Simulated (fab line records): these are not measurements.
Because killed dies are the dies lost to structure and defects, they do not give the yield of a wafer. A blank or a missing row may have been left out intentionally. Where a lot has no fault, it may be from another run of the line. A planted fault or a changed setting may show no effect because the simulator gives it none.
Chamber matching ; flow n5 finfet ; rie diel-01 running N5_BEOL_M12_TRENCH_ETCH_34: 3 sister chambers
The step etches SiOC in C4F8/O2/Ar, target depth 318.95 nm, time 125.5 s. 14 wafers are shown with their chamber, then 7 later ones without.

## WAFERS, EACH WITH ITS CHAMBER
wafer;chamber;showerhead plenum p Torr (Torr);drypump motor current A (A);rf vpp V (V)
L635.3;0;3.32;6.2;663
L635.5;1;3.61;5.0;671
L635.6;0;3.32;6.3;662
L638.1;0;3.31;6.3;664
L638.3;1;3.61;5.0;670
L638.6;0;3.31;6.3;662
L637.1;1;3.61;5.0;672
L637.2;0;3.31;6.2;663
L637.3;3;3.30;6.2;661
L640.3;0;3.31;6.2;661
L640.4;1;3.61;5.0;671
L640.6;0;3.31;6.3;663
L641.1;0;3.31;6.2;661
L641.4;3;3.29;6.2;662

SIGNATURES, as means of the wafers listed above
reading;chamber 0;chamber 1;chamber 3;scatter within a chamber
showerhead plenum p Torr;3.3125;3.6100;3.2950;0.00426
drypump motor current A;6.250;5.000;6.200;0.0426
rf vpp V;662.38;671.00;661.50;0.971
Rule: a wafer's distance from a chamber is the root of the sum, over the readings, of the square of ((its reading less the chamber's mean) divided by the reading's scatter). The wafer belongs to the nearest chamber; if the next one is less than 2 further off, it can't be placed. The scatter: take each reading less its chamber's mean, square it, sum over the shown wafers, divide by the number of wafers less the number of chambers, and take the root.

## WAFERS WITHOUT THEIR CHAMBER
wafer;showerhead plenum p Torr (Torr);drypump motor current A (A);rf vpp V (V)
L641.6;3.60;5.0;670
L642.2;3.60;5.0;672
L642.3;3.31;6.2;662
L642.4;3.29;6.2;661
L644.1;3.31;6.3;662
L644.4;3.60;5.0;672
L644.5;3.60;5.1;672

## WHICH CHAMBER EACH ONE RAN IN
wafer;from the rows above;in truth
L641.6;1;1
L642.2;1;1
L642.3;0;0
L642.4;3;3
L644.1;0;0
L644.4;1;1
L644.5;1;1
Correct placement for 7 of the 7. Left unplaced by these rows: 0. 0 placed wrongly.
